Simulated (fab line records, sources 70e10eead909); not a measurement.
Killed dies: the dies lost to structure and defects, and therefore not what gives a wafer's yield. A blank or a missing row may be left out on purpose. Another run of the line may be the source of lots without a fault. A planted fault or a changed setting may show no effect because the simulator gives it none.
fab line records	flow nandHarc
[record] lots = 24	wafers = 72	lastDay = 25
route steps=1159 shown A_CHANNEL_HOLE_D1@472 A_CHANNEL_FILL_D1@492 A_STAIRCASE@553
lots that met no fault: from a run of the same line without faults
startH: start of the lot's first displayed wafer, in hours after the record's first day	waitH: time in hours since the lot's previous step	" identical to the entry in the row above	L1.1+2: one row covering several wafers at once	- either no value or no given start	* or withheld: withheld	< > ~ a bound
route shown NAME@n: NAME is a module with steps in the file, n the number in the route of the first one	usual: average and standard deviation across the fault-free wafers	same: alike in all rows	chamber/n: place in a boat	sites: readings site by site	_std_site: how widely they spread, as a standard deviation	_edge_site: mean of outer sites minus mean of inner sites	radiusMm: for every site, how far away it sits from the centre of the wafer	mask NAME#n: copy n	behind: the last tool/chamber to shape the wafer	hold: the reason the lot was held/the length of the hold in hours/how it ended	device: names the non-switching transistor (n, p or np)	end of line: the tests these same wafers got at the end of their route	where a step has no rows: the recipe by itself	killed: not the wafer's yield, but the dies lost to structure and defects at the first sort	map: a wafer's dies, marking killed ones x, the rest . and places with no die _
set.NAME: the run value of the setting; set.NAME@STEP: its run value at that earlier step	model.NAME: the simulator's own value behind a step, which no gauge read
route steps across a sampled set of lots; one table per step, one row per wafer
services: from which hour (startH, from the record's first day; less than 0 if before it) a tool's chamber was out of use, for how many hours, and why
[[steps]]
[step NHARC_A_CHANNEL_HOLE_D1_ETCH_20]
[recipe] biasV = 3000	sourceW = withheld	pressureMtorr = 20	timeS = 361.9	arFlowSccm = 375	c4f8FlowSccm = 89.3	o2FlowSccm = 35.7	tempC = -20	targetDepthA = 16000	chemistry = C4F8/O2/Ar
[usual] drypumpMotorCurrentA = 5.3/0.46	showerheadPlenumPTorr = 3.67/0.071	throttleValvePct = 32.155/0.0086
lot.wafer	tool	chamber	startH	waitH	drypumpMotorCurrentA	rfHoursCounterH	showerheadPlenumPTorr	throttleValvePct
L074.3	harEtch-02	0	162.90	0.2	5.8	-	3.78	32.163
L074.6	"	0	"	"	5.8	-	3.78	32.158
L074.5	"	1	"	"	4.8	-	3.69	32.171
L075.2	harEtch-02	1	185.72	0.1	4.8	104	3.68	32.166
L075.3	"	0	"	"	5.8	-	3.78	32.147
L075.5	"	0	"	"	5.8	-	3.78	32.153
L077.2	harEtch-01	1	186.41	0.1	4.9	194	3.58	32.158
L077.3	"	1	"	"	4.9	-	3.58	32.149
L077.5	"	1	"	"	4.9	-	3.58	32.162
L076.2	harEtch-02	0	189.95	0.1	5.8	108	3.78	32.151
L076.6	"	1	"	"	4.8	-	3.68	32.153
L076.5	"	0	"	"	5.8	-	3.78	32.128
L078.2	harEtch-01	0	206.14	0.1	5.7	201	3.68	32.148
L078.3	"	0	"	"	5.7	-	3.68	32.143
L078.6	"	1	"	"	4.9	-	3.58	32.171
L079.1	harEtch-02	0	207.00	0.1	5.8	114	3.77	32.154
L079.4	"	0	"	"	5.8	-	3.77	32.155
L079.6	"	0	"	"	5.8	-	3.77	32.167
L080.2	harEtch-01	1	217.79	0.1	4.9	205	3.57	32.156
L080.4	"	1	"	"	4.9	-	3.57	32.140
L080.5	"	1	"	"	4.9	-	3.57	32.162
L083.1	harEtch-02	1	225.20	0.1	4.8	118	3.68	32.146
L083.2	"	0	"	"	5.8	118	3.77	32.147
L083.5	"	1	"	"	4.8	-	3.68	32.147
L081.1	harEtch-01	1	225.24	0.1	4.9	209	3.57	32.159
L081.4	"	1	"	"	4.9	-	3.57	32.159
L081.6	"	0	"	"	5.7	-	3.68	32.140
L082.2	harEtch-02	1	229.39	0.1	4.8	122	3.68	32.154
L082.4	"	1	"	"	4.8	-	3.67	32.150
L082.3	"	0	"	"	5.8	-	3.77	32.166
L084.1	harEtch-01	1	238.38	0.1	4.9	219	3.57	32.164
L084.2	"	0	"	"	5.7	219	3.67	32.164
L084.4	"	1	"	"	4.9	-	3.57	32.162
L087.1	harEtch-01	1	251.09	0.1	4.9	223	3.57	32.143
L087.3	"	0	"	"	5.7	-	3.67	32.151
L087.5	"	0	"	"	5.7	-	3.67	32.153
L085.1	harEtch-02	1	251.53	0.1	4.8	131	3.67	32.157
L085.3	"	0	"	"	5.8	-	3.76	32.154
L085.6	"	1	"	"	4.8	-	3.67	32.153
L088.2	harEtch-01	1	255.25	0.1	4.9	226	3.56	32.154
L088.1	"	0	"	"	5.7	226	3.67	32.140
L088.4	"	1	"	"	4.9	-	3.56	32.160
L086.3	harEtch-01	0	264.83	0.2	5.7	-	3.66	32.163
L086.6	"	0	"	"	5.7	-	3.66	32.148
L086.5	"	1	"	"	4.9	-	3.56	32.134
L090.1	harEtch-01	0	270.85	0.1	5.7	234	3.66	32.164
L090.4	"	0	"	"	5.7	-	3.66	32.144
L090.6	"	0	"	"	5.7	-	3.66	32.161
L089.2	harEtch-02	0	272.69	0.1	5.8	141	3.76	32.149
L089.4	"	0	"	"	5.8	-	3.76	32.156
L089.5	"	0	"	"	5.8	-	3.76	32.145
L093.1	harEtch-02	0	279.22	0.1	5.8	145	3.76	32.155
L093.4	"	1	"	"	4.8	-	3.66	32.155
L093.5	"	0	"	"	5.8	-	3.76	32.137
L091.2	harEtch-01	1	280.21	0.1	4.9	241	3.55	32.152
L091.1	"	0	"	"	5.7	241	3.66	32.157
L091.3	"	0	"	"	5.7	-	3.66	32.147
L092.1	harEtch-02	1	283.38	0.1	4.8	149	3.66	32.147
L092.4	"	1	"	"	4.8	-	3.66	32.160
L092.3	"	0	"	"	5.8	-	3.75	32.168
L095.2	harEtch-01	0	292.09	0.1	5.7	245	3.66	32.146
L095.6	"	1	"	"	4.9	-	3.55	32.163
L095.5	"	0	"	"	5.7	-	3.66	32.156
L094.2	harEtch-02	0	292.38	0.1	5.8	153	3.75	32.150
L094.4	"	1	"	"	4.8	-	3.66	32.154
L094.6	"	0	"	"	5.8	-	3.75	32.155
L097.1	harEtch-02	0	305.03	0.1	5.8	159	3.75	32.140
L097.2	"	1	"	"	4.8	159	3.66	32.159
L097.5	"	1	"	"	4.8	-	3.66	32.145
L096.1	harEtch-02	1	309.19	0.1	4.8	162	3.65	32.160
L096.5	"	1	"	"	4.8	-	3.65	32.141
L096.6	"	0	"	"	5.7	-	3.75	32.138
[step NHARC_A_CHANNEL_FILL_D1_ALD_02]
[recipe] targetThkA = 60	pulseTimeS = 10	aldCycles = 60	tempC = 300	material = SiO2
[usual] heaterPowerW = 456/52	precursorPulseHeightRel = 0.998/0.02
lot.wafer	tool	chamber	startH	waitH	heaterPowerW	precursorPulseHeightRel
L074.3	aldHk-04	2	168.59	-	478	0.996
L074.5	"	2	"	"	463	0.998
L074.6	"	3	"	"	418	1.028
L075.3	aldHk-04	0	191.60	-	455	0.999
L075.2	"	2	"	"	460	0.988
L075.5	"	0	"	"	454	0.996
L077.2	aldHk-01	0	192.34	-	507	1.000
L077.3	"	3	"	"	434	1.007
L077.5	"	0	"	"	507	1.010
L076.2	aldHk-01	1	195.77	-	489	1.007
L076.6	"	0	"	"	508	0.990
L076.5	"	1	"	"	478	1.043
L078.2	aldHk-01	0	211.97	-	502	0.978
L078.3	"	2	"	"	542	0.985
L078.6	"	1	"	"	479	0.999
L079.1	aldHk-03	3	212.78	-	455	0.981
L079.4	"	2	"	"	500	0.989
L079.6	"	0	"	"	324	0.983
L080.2	aldHk-01	1	223.68	-	483	0.983
L080.4	"	3	"	"	431	1.010
L080.5	"	2	"	"	546	1.013
L083.2	aldHk-03	0	232.54	-	316	1.018
L083.1	"	2	"	"	485	0.993
L083.5	"	1	"	"	440	1.010
L081.4	aldHk-04	0	232.81	-	457	1.016
L081.1	"	1	"	"	453	0.979
L081.6	"	3	"	"	442	1.013
L082.4	aldHk-03	1	235.15	-	437	0.994
L082.3	"	2	"	"	489	1.030
L082.2	"	3	"	"	455	1.006
L084.4	aldHk-04	0	244.26	-	465	1.007
L084.1	"	1	"	"	454	1.027
L084.2	"	2	"	"	444	1.034
L087.3	aldHk-01	2	256.91	-	556	0.989
L087.1	"	0	"	"	488	0.966
L087.5	"	3	"	"	428	0.990
L085.1	aldHk-01	3	257.48	-	429	1.041
L085.3	"	0	"	"	490	0.998
L085.6	"	3	"	"	428	1.008
L088.1	aldHk-03	0	261.05	-	319	0.990
L088.2	"	1	"	"	439	1.038
L088.4	"	3	"	"	465	1.011
L086.3	aldHk-04	2	272.00	-	447	1.007
L086.5	"	0	"	"	453	1.003
L086.6	"	1	"	"	438	0.982
L090.4	aldHk-04	3	276.71	-	442	0.975
L090.1	"	0	"	"	447	1.005
L090.6	"	2	"	"	448	1.037
L089.2	aldHk-01	1	278.50	-	479	0.989
L089.4	"	2	"	"	561	1.008
L089.5	"	2	"	"	561	0.992
L093.4	aldHk-03	1	285.14	-	451	1.014
L093.1	"	2	"	"	504	0.967
L093.5	"	0	"	"	328	1.008
L091.1	aldHk-04	3	286.06	-	446	0.981
L091.3	"	0	"	"	449	0.980
L091.2	"	1	"	"	469	0.997
L092.4	aldHk-04	2	289.43	-	449	0.980
L092.1	"	3	"	"	439	1.015
L092.3	"	1	"	"	459	1.011
L095.2	aldHk-03	1	299.81	-	454	0.963
L095.5	"	0	"	"	327	1.016
L095.6	"	1	"	"	438	1.001
L094.4	aldHk-03	3	300.25	-	460	0.994
L094.2	"	1	"	"	453	0.949
L094.6	"	2	"	"	503	0.991
L097.2	aldHk-01	3	310.86	-	432	1.017
L097.1	"	0	"	"	495	0.975
L097.5	"	3	"	"	416	0.993
L096.1	aldHk-04	0	314.98	-	452	1.000
L096.6	"	0	"	"	451	0.983
L096.5	"	1	"	"	457	0.994
[step NHARC_A_STAIRCASE_ETCH_17]
[recipe] targetDepthA = 1000	timeS = 40.5	ionEnergyEv = 400	c4f8FlowSccm = 20	o2FlowSccm = 10	arFlowSccm = withheld	rfW = 600	biasW = 1000	chemistry = C4F8/O2
[usual] oesProductAu = 0.943/0.0092	rfVppV = 895/5.8
lot.wafer	tool	chamber	startH	waitH	oesProductAu	rfHoursCounterH	rfVppV
L074.3	rieDiel-05	1	-	-	0.919	18	895
L074.6	"	1	"	"	0.924	-	897
L074.5	"	2	"	"	0.933	-	898
L077.2	rieDiel-05	1	-	-	0.939	25	895
L077.3	"	2	"	"	0.936	24	897
L077.5	"	0	"	"	0.938	-	886
L075.3	rieDiel-05	3	-	-	0.940	21	894
L075.2	"	0	"	"	0.934	26	887
L075.5	"	0	"	"	0.944	-	887
L076.2	rieDiel-05	0	-	-	0.938	28	889
L076.5	"	2	"	"	0.932	-	895
L076.6	"	3	"	"	0.940	-	894
L078.2	rieDiel-05	0	-	-	0.954	33	887
L078.3	"	3	"	"	0.953	28	895
L078.6	"	1	"	"	0.940	-	897
L079.1	rieDiel-01	3	-	-	0.946	52	887
L079.4	"	0	"	"	0.951	45	892
L079.6	"	2	"	"	0.959	-	891
L080.2	rieDiel-01	2	-	-	0.946	54	889
L080.4	"	0	"	"	0.940	47	892
L080.5	"	3	"	"	0.938	-	888
L082.3	rieDiel-05	1	-	-	0.938	37	895
L082.2	"	3	"	"	0.950	34	894
L082.4	"	0	"	"	0.931	40	888
L083.1	rieDiel-05	1	-	-	0.943	38	894
L083.2	"	0	"	"	0.939	41	888
L083.5	"	2	"	"	0.953	-	898
L081.1	rieDiel-10	1	-	-	0.934	33	905
L081.4	"	3	"	"	0.944	35	901
L081.6	"	2	"	"	0.941	-	903
L084.4	rieDiel-01	0	-	-	0.948	56	891
L084.1	"	1	"	"	0.954	63	900
L084.2	"	3	"	"	0.933	63	889
L085.3	rieDiel-05	2	-	-	0.961	48	897
L085.1	"	3	"	"	0.947	41	894
L085.6	"	2	"	"	0.954	-	896
L087.1	rieDiel-05	1	-	-	0.940	51	895
L087.3	"	3	"	"	0.952	42	894
L087.5	"	1	"	"	0.942	-	895
L088.2	rieDiel-05	0	-	-	0.936	55	886
L088.4	"	1	"	"	0.931	51	896
L088.1	"	2	"	"	0.943	49	896
L086.3	rieDiel-05	0	-	-	0.940	58	887
L086.6	"	3	"	"	0.939	-	893
L086.5	"	0	"	"	0.926	-	888
L090.1	rieDiel-10	2	-	-	0.952	52	903
L090.4	"	3	"	"	0.943	52	899
L090.6	"	0	"	"	0.955	-	888
L089.2	rieDiel-05	1	-	-	0.925	57	896
L089.4	"	2	"	"	0.932	56	897
L089.5	"	2	"	"	0.938	-	898
L093.4	rieDiel-01	0	-	-	0.945	7	891
L093.1	"	1	"	"	0.953	6	900
L093.5	"	3	"	"	0.940	-	907
L091.2	rieDiel-01	3	-	-	0.952	8	906
L091.1	"	0	"	"	0.940	8	892
L091.3	"	1	"	"	0.944	6	902
L092.3	rieDiel-10	3	-	-	0.929	58	901
L092.4	"	0	"	"	0.937	58	887
L092.1	"	1	"	"	0.927	57	903
L094.4	rieDiel-01	0	-	-	0.938	13	891
L094.2	"	1	"	"	0.952	11	901
L094.6	"	0	"	"	0.946	-	890
L095.2	rieDiel-05	1	-	-	0.942	1	896
L095.5	"	0	"	"	0.948	-	906
L095.6	"	1	"	"	0.945	-	894
L097.2	rieDiel-01	1	-	-	0.953	18	900
L097.1	"	2	"	"	0.962	19	889
L097.5	"	1	"	"	0.947	-	901
L096.1	rieDiel-10	3	-	-	0.927	2	900
L096.5	"	3	"	"	0.935	-	900
L096.6	"	0	"	"	0.943	-	889
[step NHARC_A_STAIRCASE_ETCH_292]
[recipe] cf4FlowSccm = 100	chf3FlowSccm = 30	arFlowSccm = 0	rfW = 500	biasW = 200	chemistry = CF4/CHF3
[usual] drypumpMotorCurrentA = 5.5/0.39	oesProductAu = 0.950/0.019	rfVppV = 370.7/2.8	showerheadPlenumPTorr = 1.58/0.082	throttleValvePct = 16.803/0.0095
lot.wafer	tool	chamber	startH	waitH	drypumpMotorCurrentA	oesProductAu	rfHoursCounterH	rfVppV	showerheadPlenumPTorr	throttleValvePct
L074.3	rieDiel-10	3	241.91	0.1	5.3	0.928	21	372.4	1.64	16.797
L074.5	"	2	"	"	6.1	0.936	-	373.8	1.66	16.803
L074.6	"	3	"	"	5.3	0.927	-	371.3	1.64	16.801
L077.3	rieDiel-10	1	260.12	0.1	5.4	0.910	25	374.4	1.69	16.806
L077.2	"	3	"	"	5.3	0.930	27	373.4	1.63	16.809
L077.5	"	1	"	"	5.4	0.927	-	373.6	1.69	16.803
L075.2	rieDiel-10	0	260.69	0.1	5.2	0.918	28	366.9	1.49	16.821
L075.3	"	1	"	"	5.4	0.929	25	375.1	1.69	16.815
L075.5	"	0	"	"	5.2	0.934	-	367.8	1.49	16.785
L076.2	rieDiel-01	1	264.62	0.1	5.9	0.965	52	373.1	1.64	16.811
L076.5	"	2	"	"	5.4	0.981	-	367.9	1.50	16.791
L076.6	"	3	"	"	5.0	0.950	-	367.2	1.47	16.783
L078.3	rieDiel-05	3	279.94	0.1	5.0	0.960	33	368.6	1.54	16.803
L078.2	"	1	"	"	6.0	0.961	34	370.3	1.56	16.804
L078.6	"	3	"	"	5.0	0.970	-	368.4	1.54	16.792
L079.4	rieDiel-10	2	281.10	0.1	6.1	0.947	31	372.6	1.65	16.804
L079.1	"	3	"	"	5.3	0.972	33	372.3	1.63	16.800
L079.6	"	2	"	"	6.1	0.953	-	373.5	1.65	16.799
L080.2	rieDiel-01	1	297.22	0.1	5.9	0.921	62	370.4	1.63	16.790
L080.4	"	3	"	"	5.0	0.937	62	367.4	1.47	16.791
L080.5	"	2	"	"	5.4	0.928	-	368.0	1.49	16.804
L082.4	rieDiel-10	0	307.14	0.4	5.2	0.966	42	369.4	1.49	16.821
L082.2	"	1	"	"	5.4	0.936	40	374.7	1.69	16.808
L082.3	"	3	"	"	5.3	0.964	43	372.0	1.63	16.788
L081.4	rieDiel-05	1	309.54	0.1	6.0	0.972	49	370.1	1.56	16.814
L081.1	"	2	"	"	5.3	0.980	47	370.5	1.58	16.789
L081.6	"	0	"	"	6.1	0.957	-	366.2	1.46	16.802
L083.1	rieDiel-01	3	310.01	0.2	5.0	0.955	66	366.7	1.47	16.793
L083.2	"	0	"	"	5.5	0.956	58	368.6	1.51	16.799
L083.5	"	0	"	"	5.6	0.959	-	368.3	1.51	16.831
L084.2	rieDiel-05	0	318.19	0.1	6.0	0.952	55	367.2	1.46	16.799
L084.4	"	1	"	"	6.0	0.939	52	369.8	1.56	16.800
L084.1	"	3	"	"	5.0	0.920	42	369.8	1.54	16.821
L085.3	rieDiel-05	3	327.58	0.1	5.0	0.962	47	368.4	1.54	16.806
L085.1	"	2	"	"	5.3	0.974	54	372.2	1.58	16.787
L085.6	"	0	"	"	6.0	0.948	-	367.5	1.45	16.790
L088.4	rieDiel-05	3	332.51	0.1	5.0	0.963	49	369.0	1.54	16.809
L088.2	"	0	"	"	6.0	0.972	61	364.5	1.45	16.814
L088.1	"	2	"	"	5.3	0.956	57	369.8	1.58	16.803
L087.1	rieDiel-10	1	333.24	0.2	5.4	0.922	53	374.7	1.69	16.810
L087.3	"	2	"	"	6.1	0.926	52	371.7	1.65	16.790
L087.5	"	0	"	"	5.2	0.925	-	368.3	1.49	16.810
L086.3	rieDiel-10	1	341.38	0.1	5.4	0.934	56	372.6	1.69	16.818
L086.5	"	3	"	"	5.3	0.954	-	372.3	1.63	16.803
L086.6	"	0	"	"	5.2	0.949	-	368.8	1.49	16.813
L090.1	rieDiel-10	0	347.09	0.1	5.2	0.967	59	367.6	1.49	16.806
L090.4	"	3	"	"	5.3	0.955	59	372.1	1.63	16.823
L090.6	"	1	"	"	5.4	0.967	-	374.9	1.68	16.807
L089.4	rieDiel-01	0	347.59	0.1	5.6	0.927	11	367.6	1.51	16.793
L089.2	"	2	"	"	5.4	0.963	10	369.8	1.49	16.798
L089.5	"	0	"	"	5.6	0.939	-	368.7	1.51	16.810
L093.4	rieDiel-01	2	356.04	1.6	5.4	0.936	15	367.9	1.49	16.812
L093.1	"	0	"	"	5.5	0.942	15	368.8	1.51	16.795
L093.5	"	3	"	"	5.1	0.943	-	375.3	1.70	16.805
L091.1	rieDiel-01	2	357.67	0.1	5.4	0.950	16	367.1	1.49	16.809
L091.2	"	0	"	"	5.6	0.953	16	368.9	1.51	16.799
L091.3	"	1	"	"	5.9	0.945	14	372.6	1.63	16.802
L092.4	rieDiel-10	1	365.81	0.1	5.4	0.966	1	374.7	1.68	16.794
L092.1	"	2	"	"	6.1	0.991	1	372.8	1.65	16.812
L092.3	"	3	"	"	5.3	0.979	1	372.6	1.62	16.803
L094.4	rieDiel-05	0	374.58	0.1	6.1	0.932	10	374.7	1.70	16.798
L094.2	"	1	"	"	6.1	0.934	10	370.4	1.56	16.786
L094.6	"	1	"	"	6.0	0.929	-	371.7	1.56	16.806
L095.2	rieDiel-01	3	375.70	0.2	5.0	0.931	26	375.5	1.69	16.812
L095.5	"	0	"	"	5.6	0.935	-	368.4	1.51	16.801
L095.6	"	1	"	"	6.0	0.930	-	371.6	1.63	16.801
L097.2	rieDiel-05	0	381.94	0.1	6.0	0.987	13	375.6	1.70	16.787
L097.1	"	1	"	"	6.0	0.972	12	370.2	1.55	16.796
L097.5	"	0	"	"	6.1	0.983	-	374.4	1.70	16.799
L096.1	rieDiel-10	3	385.57	0.1	5.3	0.971	8	373.6	1.62	16.799
L096.6	"	0	"	"	5.2	0.965	-	367.1	1.48	16.810
L096.5	"	1	"	"	5.4	0.969	-	374.0	1.68	16.784
[step NHARC_A_STAIRCASE_ETCH_452]
[recipe] targetDepthA = 300	overetchA = 30	timeS = 16.5	ionEnergyEv = 100	cf4FlowSccm = 80	o2FlowSccm = 20	arFlowSccm = 0	rfW = 300	biasW = 100	chemistry = CF4/O2
[usual] drypumpMotorCurrentA = 5.5/0.38	oesProductAu = 1.002/0.0072	rfVppV = 198.1/1.5	showerheadPlenumPTorr = 1.34/0.069	throttleValvePct = 13.396/0.0087
lot.wafer	tool	chamber	startH	waitH	drypumpMotorCurrentA	oesProductAu	rfHoursCounterH	rfVppV	showerheadPlenumPTorr	throttleValvePct
L074.3	rieDiel-10	1	-	-	5.4	1.001	20	200.2	1.44	13.393
L074.6	"	0	"	"	5.2	1.008	-	196.5	1.27	13.414
L074.5	"	1	"	"	5.4	1.006	-	198.2	1.44	13.403
L077.2	rieDiel-10	3	-	-	5.3	1.011	27	199.3	1.39	13.407
L077.3	"	0	"	"	5.2	1.020	28	196.8	1.27	13.402
L077.5	"	0	"	"	5.2	1.009	-	195.7	1.27	13.388
L075.3	rieDiel-10	2	-	-	6.1	1.015	25	201.1	1.41	13.394
L075.2	"	0	"	"	5.2	1.005	28	195.8	1.27	13.421
L075.5	"	1	"	"	5.4	0.992	-	200.4	1.44	13.408
L076.2	rieDiel-01	1	-	-	6.0	1.006	52	199.1	1.39	13.407
L076.6	"	3	"	"	5.0	1.006	-	196.7	1.24	13.376
L076.5	"	0	"	"	5.5	0.999	-	198.1	1.28	13.396
L078.3	rieDiel-05	3	-	-	5.0	1.013	33	196.9	1.31	13.400
L078.2	"	0	"	"	6.1	1.002	37	196.8	1.24	13.389
L078.6	"	2	"	"	5.3	0.997	-	197.2	1.35	13.382
L079.1	rieDiel-10	3	-	-	5.3	1.008	33	198.2	1.39	13.402
L079.4	"	0	"	"	5.2	1.007	33	196.5	1.26	13.401
L079.6	"	1	"	"	5.4	0.998	-	201.3	1.44	13.395
L080.4	rieDiel-01	1	-	-	6.0	0.993	62	198.9	1.39	13.398
L080.2	"	3	"	"	5.0	0.986	63	196.8	1.24	13.405
L080.5	"	2	"	"	5.4	0.988	-	196.2	1.26	13.392
L082.3	rieDiel-10	3	-	-	5.3	1.009	43	198.7	1.38	13.402
L082.2	"	1	"	"	5.4	0.999	40	199.9	1.44	13.407
L082.4	"	2	"	"	6.1	1.018	41	198.6	1.40	13.406
L081.1	rieDiel-05	2	-	-	5.3	1.006	47	197.6	1.34	13.384
L081.4	"	0	"	"	6.0	1.004	52	194.7	1.23	13.397
L081.6	"	3	"	"	5.0	1.001	-	198.4	1.31	13.383
L083.2	rieDiel-01	3	-	-	5.0	1.001	66	196.5	1.24	13.400
L083.1	"	2	"	"	5.4	0.988	67	195.9	1.26	13.384
L083.5	"	0	"	"	5.5	0.994	-	195.7	1.28	13.391
L084.4	rieDiel-05	2	-	-	5.3	1.001	50	198.5	1.34	13.396
L084.2	"	3	"	"	5.0	1.003	43	197.4	1.30	13.404
L084.1	"	1	"	"	6.0	0.999	52	198.1	1.32	13.392
L085.3	rieDiel-05	3	-	-	5.0	1.004	47	197.3	1.30	13.400
L085.1	"	0	"	"	6.1	0.991	59	194.8	1.23	13.397
L085.6	"	3	"	"	5.0	1.005	-	197.4	1.30	13.390
L088.4	rieDiel-05	2	-	-	5.3	1.001	57	198.2	1.34	13.397
L088.1	"	3	"	"	5.0	1.009	49	197.2	1.30	13.399
L088.2	"	0	"	"	6.1	0.991	61	195.8	1.23	13.394
L087.3	rieDiel-10	1	-	-	5.5	0.993	53	200.2	1.43	13.385
L087.1	"	3	"	"	5.3	0.998	53	198.5	1.38	13.396
L087.5	"	1	"	"	5.4	0.985	-	199.2	1.43	13.395
L086.3	rieDiel-10	2	-	-	6.1	1.009	56	197.7	1.40	13.398
L086.6	"	3	"	"	5.3	0.998	-	198.3	1.38	13.398
L086.5	"	0	"	"	5.2	1.002	-	196.4	1.26	13.382
L090.1	rieDiel-10	3	-	-	5.3	1.001	60	199.6	1.38	13.397
L090.4	"	0	"	"	5.2	1.006	59	196.1	1.26	13.398
L090.6	"	2	"	"	6.1	1.012	-	199.5	1.40	13.399
L089.4	rieDiel-01	3	-	-	5.0	1.006	12	199.2	1.44	13.388
L089.2	"	0	"	"	5.5	1.000	11	198.1	1.28	13.391
L089.5	"	0	"	"	5.5	1.012	-	196.3	1.28	13.396
L093.1	rieDiel-01	2	-	-	5.4	1.010	15	196.1	1.26	13.388
L093.4	"	3	"	"	5.0	1.007	17	200.8	1.44	13.395
L093.5	"	2	"	"	5.4	1.002	-	196.2	1.26	13.411
L091.2	rieDiel-01	2	-	-	5.4	1.001	16	196.3	1.26	13.390
L091.3	"	3	"	"	5.0	1.005	18	200.4	1.44	13.382
L091.1	"	0	"	"	5.6	1.001	16	197.3	1.28	13.395
L092.4	rieDiel-10	3	-	-	5.3	1.000	1	199.4	1.38	13.393
L092.3	"	0	"	"	5.2	1.012	1	196.3	1.26	13.391
L092.1	"	1	"	"	5.4	1.006	1	199.9	1.43	13.399
L094.2	rieDiel-05	1	-	-	6.0	1.006	10	197.4	1.32	13.404
L094.4	"	3	"	"	5.0	1.003	12	197.9	1.30	13.401
L094.6	"	1	"	"	6.0	0.997	-	197.4	1.32	13.387
L095.2	rieDiel-01	0	-	-	5.5	1.002	26	197.1	1.28	13.389
L095.5	"	3	"	"	5.0	1.013	-	199.0	1.44	13.391
L095.6	"	0	"	"	5.5	1.009	-	197.1	1.28	13.382
L097.1	rieDiel-05	3	-	-	5.0	1.007	14	197.0	1.30	13.380
L097.2	"	0	"	"	6.0	0.997	13	201.3	1.44	13.407
L097.5	"	2	"	"	5.4	1.012	-	197.8	1.34	13.406
L096.1	rieDiel-10	0	-	-	5.2	1.007	8	196.9	1.26	13.413
L096.5	"	1	"	"	5.4	1.003	-	200.0	1.43	13.399
L096.6	"	2	"	"	6.1	1.010	-	200.4	1.40	13.396
[step NHARC_A_STAIRCASE_ETCH_294]
[recipe] targetDepthA = 49920	timeS = 1212.4	ionEnergyEv = 800	c4f8FlowSccm = 80	o2FlowSccm = 60	arFlowSccm = withheld	rfW = 600	biasW = 3000	chemistry = C4F8/O2/Ar
[usual] oesProductAu = 0.935/0.0087	rfVppV = 1828/13
lot.wafer	tool	chamber	startH	waitH	oesProductAu	rfHoursCounterH	rfVppV
L074.3	rieDiel-10	2	-	-	0.942	20	1842
L074.5	"	3	"	"	0.944	-	1838
L074.6	"	0	"	"	0.938	-	1814
L077.3	rieDiel-10	1	-	-	0.935	25	1846
L077.2	"	0	"	"	0.940	28	1814
L077.5	"	1	"	"	0.935	-	1846
L075.3	rieDiel-10	0	-	-	0.944	28	1814
L075.2	"	1	"	"	0.930	26	1846
L075.5	"	3	"	"	0.930	-	1837
L076.2	rieDiel-01	2	-	-	0.939	53	1814
L076.5	"	3	"	"	0.945	-	1811
L076.6	"	0	"	"	0.933	-	1817
L078.2	rieDiel-05	1	-	-	0.928	36	1826
L078.3	"	3	"	"	0.943	34	1822
L078.6	"	1	"	"	0.920	-	1826
L079.4	rieDiel-10	2	-	-	0.928	31	1839
L079.1	"	3	"	"	0.927	34	1837
L079.6	"	1	"	"	0.909	-	1845
L080.2	rieDiel-01	0	-	-	0.928	55	1816
L080.4	"	1	"	"	0.926	62	1836
L080.5	"	0	"	"	0.926	-	1816
L082.2	rieDiel-10	2	-	-	0.927	41	1840
L082.3	"	3	"	"	0.927	43	1837
L082.4	"	0	"	"	0.925	43	1814
L081.4	rieDiel-05	3	-	-	0.938	40	1820
L081.1	"	1	"	"	0.940	49	1825
L081.6	"	0	"	"	0.935	-	1806
L083.1	rieDiel-01	0	-	-	0.937	58	1818
L083.2	"	1	"	"	0.927	65	1836
L083.5	"	3	"	"	0.924	-	1809
L084.1	rieDiel-05	0	-	-	0.931	55	1807
L084.2	"	1	"	"	0.939	52	1823
L084.4	"	2	"	"	0.951	50	1827
L085.3	rieDiel-05	1	-	-	0.931	56	1824
L085.1	"	0	"	"	0.948	59	1808
L085.6	"	1	"	"	0.924	-	1824
L088.1	rieDiel-05	1	-	-	0.929	58	1824
L088.4	"	2	"	"	0.935	57	1828
L088.2	"	3	"	"	0.935	49	1820
L087.3	rieDiel-10	2	-	-	0.931	53	1839
L087.1	"	3	"	"	0.937	54	1835
L087.5	"	3	"	"	0.938	-	1837
L086.3	rieDiel-10	0	-	-	0.937	57	1812
L086.6	"	2	"	"	0.932	-	1840
L086.5	"	3	"	"	0.932	-	1834
L090.4	rieDiel-10	2	-	-	0.942	59	1840
L090.1	"	3	"	"	0.922	60	1836
L090.6	"	1	"	"	0.921	-	1843
L089.2	rieDiel-01	1	-	-	0.932	10	1836
L089.4	"	2	"	"	0.935	11	1812
L089.5	"	1	"	"	0.923	-	1837
L093.4	rieDiel-01	0	-	-	0.936	16	1816
L093.1	"	2	"	"	0.934	16	1813
L093.5	"	1	"	"	0.934	-	1838
L091.3	rieDiel-01	3	-	-	0.941	18	1844
L091.1	"	0	"	"	0.931	17	1818
L091.2	"	2	"	"	0.932	17	1814
L092.1	rieDiel-10	3	-	-	0.952	1	1833
L092.3	"	0	"	"	0.939	1	1813
L092.4	"	1	"	"	0.948	1	1845
L094.2	rieDiel-05	0	-	-	0.937	10	1845
L094.4	"	1	"	"	0.929	10	1824
L094.6	"	3	"	"	0.930	-	1821
L095.2	rieDiel-01	1	-	-	0.924	25	1837
L095.6	"	3	"	"	0.928	-	1845
L095.5	"	1	"	"	0.925	-	1836
L097.2	rieDiel-05	3	-	-	0.943	15	1820
L097.1	"	0	"	"	0.948	13	1848
L097.5	"	2	"	"	0.933	-	1827
L096.1	rieDiel-10	0	-	-	0.958	8	1812
L096.5	"	2	"	"	0.944	-	1840
L096.6	"	3	"	"	0.943	-	1835
[[services]]
tool	chamber	startH	hours	kind
rieDiel-05	0	142.64	-	clean
rieDiel-05	1	142.64	-	clean
rieDiel-05	2	142.64	-	clean
rieDiel-05	3	142.64	-	clean
aldHk-03	-	146.79	10.0	pm
rieDiel-05	3	154.31	6.0	repair
rieDiel-10	0	155.69	-	clean
rieDiel-10	1	155.69	-	clean
rieDiel-10	2	155.69	-	clean
rieDiel-10	3	155.69	-	clean
rieDiel-05	-	163.73	9.0	pm
rieDiel-05	0	163.73	9.0	ventCycle
rieDiel-01	0	172.11	9.6	repair
rieDiel-10	-	176.50	9.0	pm
aldHk-04	-	196.13	10.0	pm
rieDiel-05	3	211.75	6.3	repair
aldHk-01	-	229.38	10.0	pm
rieDiel-05	3	238.27	3.0	repair
harEtch-01	-	305.00	17.0	pm
rieDiel-01	-	315.10	9.0	pm
rieDiel-05	-	340.75	9.0	pm
rieDiel-10	-	353.50	9.0	pm
rieDiel-01	2	370.60	14.2	repair
aldHk-04	-	374.13	10.0	pm
[[key]]
fault none
